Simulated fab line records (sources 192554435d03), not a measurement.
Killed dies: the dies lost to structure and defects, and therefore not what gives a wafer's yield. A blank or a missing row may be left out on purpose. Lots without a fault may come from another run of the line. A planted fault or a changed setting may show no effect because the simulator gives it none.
fab line records | flow n5-finfet
record lots=7 wafers=21
route steps=1938 shown GATE_CUT@484 MOL_CONTACT_COAG@563 BEOL_M0_SAQP@646 BEOL_M0_CUTY@713
start-h: hours from the record's first day to the start of the lot's first wafer shown | wait-h: how many hours have passed since the lot's step before this one | " identical to the entry in the row above | L1.1+2: a row that stands for several wafers | - no value, or no start given | * or withheld: withheld | < > ~ a bound
route shown NAME@n: a module of which the file shows steps, and the number in the route of the first | usual: mean and standard deviation over wafers with no fault | same: alike in all rows | chamber/n: place in a boat | sites: per-site readings | _std_site: the values' standard deviation | _edge_site: inner sites' mean taken away from outer sites' mean | radius-mm: how far each site lies from the wafer's centre | mask NAME#n: copy n | behind: the last tool/chamber to shape the wafer | hold: why the lot went on hold/how many hours it stayed there/how the hold came to an end | device: the transistor (n, p or np) that didn't switch | end of line: tests run on the same wafers once the route is complete | where a step has no rows: the recipe by itself | killed: the dies lost at the first sort to structure and to defects; this is not the yield of the wafer | map: shows each die of a wafer: x if killed, . if not, _ if none is there
set.NAME: setting as actually run; set.NAME@STEP: the setting as run at that earlier step | model.NAME: the simulator's own value behind a step, which no gauge read
lots run with intentionally changed settings; tables by step, rows by wafer
## steps
# step N5_GATE_CUT_EXPOSE_10
# recipe mask-id=GATE_CUT na=0.33 source-shape=annular sigma-inner=0.35 sigma-outer=0.8 polarization=unpolarized target-cd-nm=20 dose-mj=43.25
# columns lot.wafer tool chamber start-h wait-h mask set.dose-mj
L076.2+4+6 euv-scanner-02 0 97.46 - GATE_CUT#0 43.25
L077.1+2 euv-scanner-02 0 101.15 - GATE_CUT#0 43.25
L077.3 " 0 " " GATE_CUT#0 41.71
L080.2+4 euv-scanner-02 0 120.35 - GATE_CUT#0 40.77
L080.5 " 0 " " GATE_CUT#0 43.25
L090.3 euv-scanner-02 0 179.09 - GATE_CUT#0 44.87
L090.4+6 " 0 " " GATE_CUT#0 43.25
L093.1+5 euv-scanner-01 0 200.28 - GATE_CUT#0 43.25
L093.4 " 0 " " GATE_CUT#0 44.57
L094.1+5 euv-scanner-01 0 201.78 - GATE_CUT#0 41.93
L094.3 " 0 " " GATE_CUT#0 43.25
L097.2+3+4 euv-scanner-01 0 223.18 - GATE_CUT#0 45.21
# step N5_GATE_CUT_PEB_11
# recipe peb-temp-c=100 peb-time-s=60 resist=CAR-EUV
# step N5_GATE_CUT_DEVELOP_12
# recipe develop-time-s=30 developer=TMAH resist=CAR-EUV rinse-liquid=surfactant-rinse dry=air-spin dev-temp-c=23
# step N5_GATE_CUT_CD_MEAS_13
# recipe target-cd-nm=20 landing-energy-ev=500 detector=se-inlens
# usual cd-nm=20.07/0.28
# columns lot.wafer tool chamber start-h wait-h set.dose-mj@GATE_CUT_EXPOSE_10 cd-nm
L076.2 cd-sem-02 0 97.59 - 43.25 20.04
L076.4 " 0 " " 43.25 19.83
L076.6 " 0 " " 43.25 19.64
L077.1 cd-sem-01 0 101.29 - 43.25 19.96
L077.2 " 0 " " 43.25 20.55
L077.3 " 0 " " 41.71 19.57
L080.2 cd-sem-03 0 120.48 - 40.77 18.93
L080.4 " 0 " " 40.77 18.60
L080.5 " 0 " " 43.25 20.23
L090.3 cd-sem-01 0 179.21 - 44.87 20.56
L090.4 " 0 " " 43.25 20.26
L090.6 " 0 " " 43.25 20.27
L093.1 cd-sem-02 0 200.42 - 43.25 20.41
L093.4 " 0 " " 44.57 20.83
L093.5 " 0 " " 43.25 19.96
L094.1 cd-sem-02 0 201.91 - 41.93 19.34
L094.3 " 0 " " 43.25 19.91
L094.5 " 0 " " 41.93 18.98
L097.2 cd-sem-02 0 223.30 - 45.21 20.93
L097.3 " 0 " " 45.21 20.56
L097.4 " 0 " " 45.21 20.56
# step N5_GATE_CUT_DESCUM_18
# recipe chemistry=O2 time-s=7 source-power-w=50 bias-power-w=20 pressure-mtorr=20 rf-frequency-hz=2.712e+07 temp-c=40 resist=CAR-EUV o2-flow-sccm=225
# columns lot.wafer tool chamber start-h wait-h set.time-s set.dose-mj@GATE_CUT_EXPOSE_10 model.CAR-EUV_of_GATE_CUT_COAT_07.thk-nm model.GATE_CUT.cd-nm
L076.2 rie-diel-01 1 97.71 0.0 7 43.25 26 19.8
L076.4 " 2 " " 7 43.25 26 20.2
L076.6 " 1 " " 7 43.25 26 19.6
L077.1 rie-diel-01 0 101.42 0.0 7 43.25 26 20.4
L077.2 " 2 " " 7 43.25 25.8 20.6
L077.3 " 3 " " 7 41.71 26 19.8
L080.2 rie-diel-01 1 120.60 0.0 7 40.77 26.2 18.6
L080.4 " 3 " " 7 40.77 26.2 19
L080.5 " 2 " " 6.334 43.25 26.4 20
L090.3 rie-diel-03 2 179.33 0.0 7.579 44.87 25.6 21.4
L090.4 " 1 " " 7.579 43.25 25.8 20.4
L090.6 " 3 " " 7 43.25 25.8 20.2
L093.1+5 rie-diel-01 3 200.54 0.0 7 43.25 26 20.2
L093.4 " 2 " " 7 44.57 26 21
L094.1 rie-diel-02 1 202.22 0.2 8.169 41.93 25.2 19.2
L094.3 " 3 " " 8.169 43.25 25.4 19.8
L094.5 " 3 " " 7 41.93 26 18.8
L097.2 rie-diel-03 2 223.42 0.0 5.677 45.21 26.6 20.6
L097.3 " 1 " " 7 45.21 26.2 20.6
L097.4 " 0 " " 7 45.21 26 20.6
# step N5_GATE_CUT_ETCH_28
# recipe chemistry=N2/H2 target=underlayer target-depth-a=130 mask-material=CAR-EUV time-s=10.4 ion-energy-ev=200 pressure-mtorr=30 source-w=840 bias-w=150 n2-flow-sccm=200 h2-flow-sccm=200 ends=cleared
# columns lot.wafer tool chamber start-h wait-h set.time-s@GATE_CUT_DESCUM_18 model.CAR-EUV_of_GATE_CUT_COAT_07.thk-nm
L076.2+4+6 rie-diel-01 1,2,1 97.75 0.0 7 14.6
L077.1+2+3 rie-diel-01 0,2,3 101.45 0.0 7 14.6
L080.2+4 rie-diel-01 1,3 120.63 0.0 7 14.6
L080.5 " 2 " " 6.334 15
L090.3+4 rie-diel-03 2,1 179.37 0.0 7.579 14.2
L090.6 " 3 " " 7 14.2
L093.1+5 rie-diel-01 3 200.57 0.0 7 14.6
L093.4 " 2 " " 7 14.8
L094.1 rie-diel-02 1 202.25 0.0 8.169 13.8
L094.3 " 3 " " 8.169 14.2
L094.5 " 3 " " 7 14.8
L097.2 rie-diel-03 2 223.46 0.0 5.677 15.2
L097.3+4 " 1,0 " " 7 14.6
# step N5_GATE_CUT_ETCH_36
# recipe chemistry=CF4 target=SiARC target-depth-a=130 mask-material=CAR-EUV time-s=21.7 ion-energy-ev=80 pressure-mtorr=40 source-w=545 bias-w=36 Ar_flow_sccm=100 cf4-flow-sccm=100 ends=cleared
# columns lot.wafer tool chamber start-h wait-h set.dose-mj@GATE_CUT_EXPOSE_10 model.GATE_CUT.cd-nm
L076.2 rie-diel-01 1 97.77 0.0 43.25 19.6
L076.4 " 2 " " 43.25 20.2
L076.6 " 1 " " 43.25 19.4
L077.1 rie-diel-01 0 101.47 0.0 43.25 20
L077.2 " 2 " " 43.25 20.6
L077.3 " 3 " " 41.71 19.8
L080.2 rie-diel-01 1 120.65 0.0 40.77 18.8
L080.4 " 3 " " 40.77 19
L080.5 " 2 " " 43.25 20.2
L090.3 rie-diel-03 2 179.39 0.0 44.87 21.4
L090.4 " 1 " " 43.25 20.4
L090.6 " 3 " " 43.25 20
L093.1 rie-diel-01 3 200.59 0.0 43.25 20.2
L093.4 " 2 " " 44.57 21.2
L093.5 " 3 " " 43.25 20.4
L094.1 rie-diel-02 1 202.27 0.0 41.93 19.2
L094.3 " 3 " " 43.25 19.8
L094.5 " 3 " " 41.93 18.8
L097.2+4 rie-diel-03 2,0 223.48 0.0 45.21 20.8
L097.3 " 1 " " 45.21 20.4
# step N5_GATE_CUT_CUT_ETCH_54
# recipe chemistry=Cl2/BCl3 target=TiN mask-material=SiO2 target-depth-a=967 pressure-mtorr=10 icp-w=1000 bias-w=126 Cl2_flow_sccm=53.25 bcl3-flow-sccm=21.75 Ar_flow_sccm=25 ends=cleared
# usual etch-rf-on-time-s=36.6/0.91
# columns lot.wafer tool chamber start-h wait-h set.bias-w etch-rf-on-time-s
L076.2 rie-metal-03 1 98.16 0.0 126 38.6
L076.4 " 0 " " 126 37.8
L076.6 " 0 " " 126 37.8
L077.1 rie-metal-01 1 101.87 0.0 146.1 34.1
L077.2 " 0 " " 146.1 34.1
L077.3 " 0 " " 126 35.7
L080.2 rie-metal-02 1 121.05 0.0 146.8 34.4
L080.4 " 0 " " 126 37.4
L080.5 " 0 " " 146.8 35.3
L090.3 rie-metal-03 0 179.81 0.0 126 37.7
L090.4 " 1 " " 134.6 37.0
L090.6 " 1 " " 126 37.7
L093.1 rie-metal-03 1 201.05 0.1 126 37.8
L093.4 " 1 " " 126 37.8
L093.5 " 1 " " 126 38.0
L094.1 rie-metal-02 0 202.67 0.0 143.5 35.5
L094.3 " 0 " " 143.5 35.6
L094.5 " 0 " " 143.5 35.3
L097.2 rie-metal-01 0 223.88 0.0 106.3 38.6
L097.3 " 0 " " 126 35.9
L097.4 " 1 " " 126 35.5
# step N5_MOL_CONTACT_COAG_PECVD_31
# recipe material=SiO2 target-thk-a=460 temp-c=400 precursor=TEOS/O2 pressure-torr=6.5 rf-w=withheld teos-flow-sccm=withheld gas=O2 flow-sccm=2650 time-s=8.9
# columns lot.wafer tool chamber start-h wait-h set.temp-c model.SiO2_of_MOL_CONTACT_COAG_PECVD_31.thk-nm
L076.2 pecvd-02 0 110.62 0.3 400 46.2
L076.4 " 0 " " 400 46.8
L076.6 " 2 " " 400 47.4
L077.1 pecvd-01 0 114.07 0.3 383.4 51.4
L077.2 " 1 " " 383.4 50.4
L077.3 " 2 " " 400 45.8
L080.2 pecvd-01 0 132.99 0.3 388.1 50
L080.4 " 0 " " 400 47.4
L080.5 " 0 " " 400 48
L090.3 pecvd-02 2 194.56 0.3 392.2 48.2
L090.4 " 2 " " 392.2 48.6
L090.6 " 1 " " 392.2 47.8
L093.1 pecvd-02 0 220.77 0.3 400 46.2
L093.4 " 0 " " 400 47.4
L093.5 " 1 " " 400 45.4
L094.1 pecvd-02 1 221.26 0.3 387.3 47.6
L094.3 " 2 " " 387.3 48.6
L094.5 " 0 " " 400 46.8
L097.2 pecvd-02 2 239.27 0.3 405.2 44.8
L097.3 " 0 " " 405.2 45.6
L097.4 " 1 " " 400 46.2
# step N5_MOL_CONTACT_COAG_COAT_75
# recipe resist=SOC temp-c=250 time-s=60 spin-rpm=1500 resist-thk-nm=60
# step N5_MOL_CONTACT_COAG_COAT_76
# recipe resist=SiARC temp-c=220 time-s=60 spin-rpm=1500 resist-thk-nm=10
# step N5_MOL_CONTACT_COAG_ETCHBACK_135
# recipe chemistry=CHF3 target=SiO2 target-depth-a=250 time-s=16.7 ion-energy-ev=200 pressure-mtorr=30 source-w=610 bias-w=170 Ar_flow_sccm=200 CHF3_flow_sccm=50
# step N5_MOL_CONTACT_COAG_STRIP_118
# recipe chemistry=CHF3 resist=SiARC rf-frequency-hz=6e+07
# step N5_MOL_CONTACT_COAG_VIA_ETCH_46
# recipe chemistry=C4F6/O2 target-depth-a=460 overetch-a=92 mask-material=SOC target=SiO2 bias-w=455 pressure-mtorr=10 time-s=40 source-w=325 Ar_flow_sccm=300 C4F6_flow_sccm=10 O2_flow_sccm=10 ion-energy-ev=575.3 ends=end-point
# columns lot.wafer tool chamber start-h wait-h set.temp-c@MOL_CONTACT_COAG_PECVD_31 model.etch.depth-nm
L076.2 rie-diel-05 1 112.21 0.0 400 46.13
L076.4 " 2 " " 400 46.78
L076.6 " 0 " " 400 47.43
L077.1 rie-diel-05 0 115.00 0.0 383.4 51.42
L077.2 " 1 " " 383.4 50.3
L077.3 " 3 " " 400 45.88
L080.2 rie-diel-04 2 134.06 0.0 388.1 49.99
L080.4 " 0 " " 400 47.48
L080.5 " 3 " " 400 47.97
L090.3 rie-diel-06 1 196.03 0.0 392.2 48.27
L090.4 " 2 " " 392.2 48.66
L090.6 " 1 " " 392.2 47.7
L093.1 rie-diel-04 0 221.89 0.0 400 46.15
L093.4 " 1 " " 400 47.33
L093.5 " 3 " " 400 45.42
L094.1 rie-diel-05 0 222.22 0.0 387.3 47.57
L094.3 " 3 " " 387.3 48.66
L094.5 " 2 " " 400 46.73
L097.2 rie-diel-04 2 240.39 0.0 405.2 44.87
L097.3 " 0 " " 405.2 45.56
L097.4 " 0 " " 400 46.15
# step N5_BEOL_M0_SAQP_EXPOSE_11
# recipe mask-id=M0_CORE na=1.35 source-shape=dipole sigma-inner=0.538 sigma-outer=0.738 polarization=te target-cd-nm=42 dose-mj=55
# columns lot.wafer tool chamber start-h wait-h mask set.dose-mj
L076.2+4+6 arfi-scanner-03 0 122.50 - M0_CORE#0 55
L077.1+2+3 arfi-scanner-02 0 125.95 - M0_CORE#0 55
L080.2+4+5 arfi-scanner-01 0 140.99 - M0_CORE#0 55
L090.3+4 arfi-scanner-01 0 203.40 - M0_CORE#0 55
L090.6 " 0 " " M0_CORE#0 51.35
L093.1+5 arfi-scanner-03 0 229.35 - M0_CORE#0 55
L093.4 " 0 " " M0_CORE#0 53.62
L094.1+5 arfi-scanner-03 0 233.25 - M0_CORE#0 59.04
L094.3 " 0 " " M0_CORE#0 55
L097.2 arfi-scanner-03 0 247.03 - M0_CORE#0 55
L097.3+4 " 0 " " M0_CORE#0 51.32
# step N5_BEOL_M0_SAQP_PEB_12
# recipe peb-temp-c=withheld peb-time-s=60 resist=CAR-ArF
# step N5_BEOL_M0_SAQP_DEVELOP_13
# recipe develop-time-s=30 developer=TMAH resist=CAR-ArF dev-temp-c=23 rinse-liquid=diw dry=air-spin
# step N5_BEOL_M0_SAQP_CD_MEAS_14
# recipe target-cd-nm=42.5 landing-energy-ev=500 detector=se-inlens
# usual cd-nm=42.5/0.38
# columns lot.wafer tool chamber start-h wait-h set.dose-mj@BEOL_M0_SAQP_EXPOSE_11 cd-nm
L076.2 cd-sem-03 0 122.62 - 55 43.4
L076.4 " 0 " " 55 43.7
L076.6 " 0 " " 55 42.6
L077.1 cd-sem-01 0 126.07 - 55 43.0
L077.2 " 0 " " 55 42.1
L077.3 " 0 " " 55 42.3
L080.2 cd-sem-01 0 141.12 - 55 42.7
L080.4 " 0 " " 55 43.3
L080.5 " 0 " " 55 42.2
L090.3 cd-sem-01 0 203.52 - 55 42.5
L090.4 " 0 " " 55 42.5
L090.6 " 0 " " 51.35 44.7
L093.1 cd-sem-01 0 229.48 - 55 42.4
L093.4 " 0 " " 53.62 43.9
L093.5 " 0 " " 55 43.0
L094.1 cd-sem-02 0 233.38 - 59.04 41.0
L094.3 " 0 " " 55 42.3
L094.5 " 0 " " 59.04 40.6
L097.2 cd-sem-01 0 247.15 - 55 42.6
L097.3 " 0 " " 51.32 44.7
L097.4 " 0 " " 51.32 44.4
# step N5_BEOL_M0_CUTY_ETCH_63
# recipe chemistry=N2/H2 target=SOC target-depth-a=827 overetch-a=165 mask-material=SiARC temp-c=40 ion-energy-ev=200 time-s=124 pressure-mtorr=30 source-w=840 bias-w=150 n2-flow-sccm=200 h2-flow-sccm=200
# columns lot.wafer tool chamber start-h wait-h set.time-s model.SiO2_of_BEOL_M0_SAQP_SPACER2_ALD_26.thk-nm
L076.2 rie-diel-06 3 128.58 0.0 124 7.2
L076.4 " 0 " " 124 7.4
L076.6 " 1 " " 124 7
L077.1+2 rie-diel-06 1,3 131.68 0.0 124 7
L077.3 " 0 " " 149 6.6
L080.2+5 rie-diel-06 3 147.36 0.0 124 7
L080.4 " 1 " " 96.53 7.8
L090.3 rie-diel-06 0 209.92 0.0 124 7.2
L090.4 " 1 " " 124 6.8
L090.6 " 3 " " 124 7
L093.1 rie-diel-05 0 234.91 0.0 150.6 6.4
L093.4 " 2 " " 124 7
L093.5 " 3 " " 124 7.2
L094.1 rie-diel-06 0 241.81 0.0 100.7 7.8
L094.3 " 1 " " 124 6.8
L094.5 " 1 " " 124 7
L097.2 rie-diel-04 2 254.89 0.0 124 7
L097.3 " 2 " " 138.6 6.6
L097.4 " 0 " " 124 6.8
## key
split step=N5_GATE_CUT_EXPOSE_10 setting=dose-mj stated=43.25 by=wafer
response step=N5_GATE_CUT_CD_MEAS_13 reading=cd-nm change=+0.207 per=1% r=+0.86
response step=N5_GATE_CUT_DESCUM_18 reading=model.GATE_CUT.cd-nm change=+0.235 per=1% r=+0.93
response step=N5_GATE_CUT_ETCH_36 reading=model.GATE_CUT.cd-nm change=+0.242 per=1% r=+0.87
split step=N5_GATE_CUT_DESCUM_18 setting=time-s stated=7 by=wafer
response step=N5_GATE_CUT_DESCUM_18 reading=model.CAR-EUV_of_GATE_CUT_COAT_07.thk-nm change=-0.03 per=1% r=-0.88
response step=N5_GATE_CUT_ETCH_28 reading=model.CAR-EUV_of_GATE_CUT_COAT_07.thk-nm change=-0.0359 per=1% r=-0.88
split step=N5_GATE_CUT_CUT_ETCH_54 setting=bias-w stated=126 by=wafer
response step=N5_GATE_CUT_CUT_ETCH_54 reading=etch-rf-on-time-s change=* per=1% r=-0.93
split step=N5_MOL_CONTACT_COAG_PECVD_31 setting=temp-c stated=400 by=wafer
response step=N5_MOL_CONTACT_COAG_PECVD_31 reading=model.SiO2_of_MOL_CONTACT_COAG_PECVD_31.thk-nm change=-0.884 per=1% r=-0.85
response step=N5_MOL_CONTACT_COAG_VIA_ETCH_46 reading=model.etch.depth-nm change=-0.873 per=1% r=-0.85
split step=N5_BEOL_M0_SAQP_EXPOSE_11 setting=dose-mj stated=55 by=wafer
response step=N5_BEOL_M0_SAQP_CD_MEAS_14 reading=cd-nm change=-0.281 per=1% r=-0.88
split step=N5_BEOL_M0_CUTY_ETCH_63 setting=time-s stated=124 by=wafer
response step=N5_BEOL_M0_CUTY_ETCH_63 reading=model.SiO2_of_BEOL_M0_SAQP_SPACER2_ALD_26.thk-nm change=-0.0331 per=1% r=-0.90
